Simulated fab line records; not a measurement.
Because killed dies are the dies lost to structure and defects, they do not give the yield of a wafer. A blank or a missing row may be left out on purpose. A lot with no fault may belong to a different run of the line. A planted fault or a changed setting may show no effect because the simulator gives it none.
Matching of chambers :: flow n5 finfet :: N5_BEOL_M2_ILD_DEP_00 on pecvd-04: 3 sister chambers
The step deposits SiOC from DEMS/O2, target thk 79 nm, time 15.3 s. 6 wafers are shown with their chamber, then 8 later ones without.

== EACH WAFER AND ITS CHAMBER ==
wafer: L078.6
chamber: 2
heater power w (W): 591
throttle valve pct (%): 11.5

wafer: L080.5
chamber: 1
heater power w (W): 500
throttle valve pct (%): 11.7

wafer: L081.1
chamber: 0
heater power w (W): 495
throttle valve pct (%): 12.0

wafer: L081.2
chamber: 1
heater power w (W): 490
throttle valve pct (%): 11.8

wafer: L081.3
chamber: 2
heater power w (W): 539
throttle valve pct (%): 11.5

wafer: L088.2
chamber: 0
heater power w (W): 449
throttle valve pct (%): 12.1

== WAFERS MISSING THEIR CHAMBER ==
wafer: L088.5
heater power w (W): 516
throttle valve pct (%): 11.9

wafer: L088.6
heater power w (W): 438
throttle valve pct (%): 12.2

wafer: L089.2
heater power w (W): 479
throttle valve pct (%): 12.3

wafer: L089.3
heater power w (W): 514
throttle valve pct (%): 12.0

wafer: L089.6
heater power w (W): 478
throttle valve pct (%): 12.1

wafer: L096.2
heater power w (W): 559
throttle valve pct (%): 10.6

wafer: L096.4
heater power w (W): 410
throttle valve pct (%): 12.0

wafer: L096.6
heater power w (W): 416
throttle valve pct (%): 12.0

== CHAMBER TAKEN BY EACH ==
wafer: L088.5
from the rows above: can't be placed: 1 or 0
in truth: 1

wafer: L088.6
from the rows above: 0
in truth: 0

wafer: L089.2
from the rows above: 0
in truth: 0

wafer: L089.3
from the rows above: 0
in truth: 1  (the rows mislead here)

wafer: L089.6
from the rows above: 0
in truth: 0

wafer: L096.2
from the rows above: 2
in truth: 2

wafer: L096.4
from the rows above: 0
in truth: 0

wafer: L096.6
from the rows above: 0
in truth: 0
Placed correctly: 6 of 8. Cannot be placed on the basis of these rows: 1; the candidates contain the true chamber in 1. Placed wrongly: 1.
How it was worked out, from the rows above alone: a wafer's distance from a chamber is the root of the sum, over the readings, of the square of ((its reading less the chamber's mean) divided by the reading's scatter). If the next closest chamber is less than 2 further off than the closest, the wafer can't be placed; otherwise it belongs to the closest. A chamber's mean is the mean of its shown wafers. The scatter: take each reading less its chamber's mean, square it, sum over the shown wafers, divide by the number of wafers less the number of chambers, and take the root.
